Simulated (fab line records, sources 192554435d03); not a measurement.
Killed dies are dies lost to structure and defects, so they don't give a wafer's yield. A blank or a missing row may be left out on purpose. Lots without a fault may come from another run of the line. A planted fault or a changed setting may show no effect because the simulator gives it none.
Split-lot experiment | flow n5_finfet | 7 lots, 21 wafers read, on a route of 1938 steps

THE SPLIT
At N5_BEOL_M4_TRENCH_ETCH_37 (etches SiOC in C4F6/O2, target depth 55.555 nm, time 29.2 s), the setting time_s was moved away from the recipe's 29.2 s on 6 of the 21 wafers read, by -16.8% to +18.0%. The other wafers ran this setting at the recipe's value.

FROM THE SPLIT TO THE READING: what the file shows between them, 13 steps
- N5_BEOL_M4_ETCH_41: etches SiCN in CH3F/O2, target depth 29.9 nm, time 52.5 s
- N5_BEOL_M4_STRIP_97: strips in N2/H2, time 10 s
- N5_BEOL_M4_OCD_MEAS_38
- N5_BEOL_M4_HM_STRIP_39: strips TiN in peroxide tin strip, target depth 25 nm, time 158 s
- N5_BEOL_M4_SRD_40: time 30 s
- N5_BEOL_M4_ECD_50: material Cu, target thk 300 nm
- N5_BEOL_M4_ANNEAL_51: time 90 s
- N5_BEOL_M4_CMP_52: polishes, stops on SiOC, t overpolish 6.8 s, target thk 40 nm
- N5_BEOL_M4_THK_MEAS_53: measures by xrf
- N5_BEOL_M4_PRE_CLEAN_60: time 15 s
- N5_BEOL_M4_CO_CAP_55: material Co, precursor CCTBA/H2, target thk 2 nm, time 102.1 s
- N5_BEOL_M4_PRE_CLEAN_56: time 15 s
- N5_BEOL_M4_DEP_57: deposits SiCN from 3MS/NH3, target thk 8 nm, time 14 s

THE READING
M4_RS, in ohm/sq, at N5_BEOL_M4_RS_MEAS_58 (measures by four-point-probe). Fault-free wafers of this fab line usually give 0.66 ohm/sq, standard deviation 0.032 ohm/sq.

wafer  | tool, chamber at the split | time_s as run, s | against the recipe | M4_RS, ohm/sq | against lot-mates on the recipe
L079.1 | rie_diel-05, 0             | 29.2             | recipe             | 0.66          | -
L079.3 | rie_diel-05, 1             | 29.2             | recipe             | 0.68          | -
L079.4 | rie_diel-05, 0             | 29.2             | recipe             | 0.69          | -
L078.2 | rie_diel-01, 2             | 29.2             | recipe             | 0.62          | -
L078.3 | rie_diel-01, 1             | 24.57            | -15.9%             | 0.99          | +0.37
L078.6 | rie_diel-01, 3             | 24.57            | -15.9%             | 0.90          | +0.28
L085.3 | rie_diel-06, 0             | 34.45            | +18.0%             | 0.50          | -0.19
L085.4 | rie_diel-06, 1             | 29.2             | recipe             | 0.69          | -
L085.5 | rie_diel-06, 2             | 34.45            | +18.0%             | 0.50          | -0.19
L084.3 | rie_diel-01, 0             | 29.2             | recipe             | 0.68          | -
L084.4 | rie_diel-01, 3             | 29.2             | recipe             | 0.66          | -
L084.5 | rie_diel-01, 1             | 29.2             | recipe             | 0.67          | -
L088.1 | rie_diel-05, 3             | 29.2             | recipe             | 0.64          | -
L088.3 | rie_diel-05, 0             | 29.2             | recipe             | 0.64          | -
L088.4 | rie_diel-05, 1             | 29.2             | recipe             | 0.64          | -
L091.2 | rie_diel-01, 2             | 29.2             | recipe             | 0.66          | -
L091.3 | rie_diel-01, 3             | 24.28            | -16.8%             | 1.07          | +0.40
L091.6 | rie_diel-01, 2             | 29.2             | recipe             | 0.69          | -
L097.2 | rie_diel-06, 0             | 29.2             | recipe             | 0.69          | -
L097.3 | rie_diel-06, 2             | 29.2             | recipe             | 0.68          | -
L097.5 | rie_diel-06, 3             | 25.96            | -11.1%             | 0.78          | +0.09

THE FIT
A straight line over all 21 wafers: M4_RS changes by -0.0144 ohm/sq for each +1% of time_s; r = -0.92; the points scatter about the line by 0.053 ohm/sq.
The same after taking each lot's own level away (the mean of its wafers on the recipe; 21 wafers): -0.0157 ohm/sq for each +1%; r = -0.94; scatter 0.051 ohm/sq.
On that fit, the largest move of time_s shifts the reading by 0.28 ohm/sq.
The lots' own levels span 0.620 to 0.690 ohm/sq, that is 2.2 times the standard deviation above.
So the lot-to-lot level changes the slope little: the two slopes agree.
Check: with one of the wafers moved furthest among these (+18.0%) left out of the fit, the line predicts -0.293 ohm/sq for it against its lot-mates. It came out at -0.19 ohm/sq against them.

OTHER SPLITS ON THESE WAFERS
These wafers also went through other splits before the reading. Each is held against what the fit with the lots' levels taken away leaves over:
other split on the same wafers | wafers away from the commonest value | r with M4_RS (lot level and that fit taken away)
N5_BEOL_M3_COAT_05 spin_rpm    | 7                                    | -0.15
N5_BEOL_M3_EXPOSE_08 dose_mj   | 6                                    | +0.28
N5_BEOL_M4_ILD_DEP_00 time_s   | 7                                    | -0.16

THE WHOLE CHAIN: every reading that the file lists as answering this split, in the file's order
step                      | what it does                                                  | reading                                                                      | change (the file's fit)               | r (the file's)
N5_BEOL_M4_TRENCH_ETCH_37 | etches SiOC in C4F6/O2, target depth 55.555 nm, time 29.2 s   | BEOL_M4.feature_depth_nm (the simulator's own value, which no gauge read)    | +0.624 nm for each +1% of the setting | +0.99
N5_BEOL_M4_TRENCH_ETCH_37 | etches SiOC in C4F6/O2, target depth 55.555 nm, time 29.2 s   | etch.depth_nm (the simulator's own value, which no gauge read)               | +0.624 nm for each +1% of the setting | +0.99
N5_BEOL_M4_OCD_MEAS_38    |                                                               | trench_depth_nm                                                              | +0.603 nm for each +1% of the setting | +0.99
N5_BEOL_M4_CMP_52         | polishes, stops on SiOC, t overpolish 6.8 s, target thk 40 nm | Cu_of_BEOL_M4_ECD_50.thk_nm (the simulator's own value, which no gauge read) | +0.632 nm for each +1% of the setting | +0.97
N5_BEOL_M4_THK_MEAS_53    | measures by xrf                                               | M4_THK                                                                       | +0.636 for each +1% of the setting    | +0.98
N5_BEOL_M4_RS_MEAS_58     | measures by four-point-probe                                  | M4_RS                                                                        | -0.0166 for each +1% of the setting   | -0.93

THE FILE'S OWN FIT
M4_RS changes by -0.0166 ohm/sq for each +1% of time_s, r = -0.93.
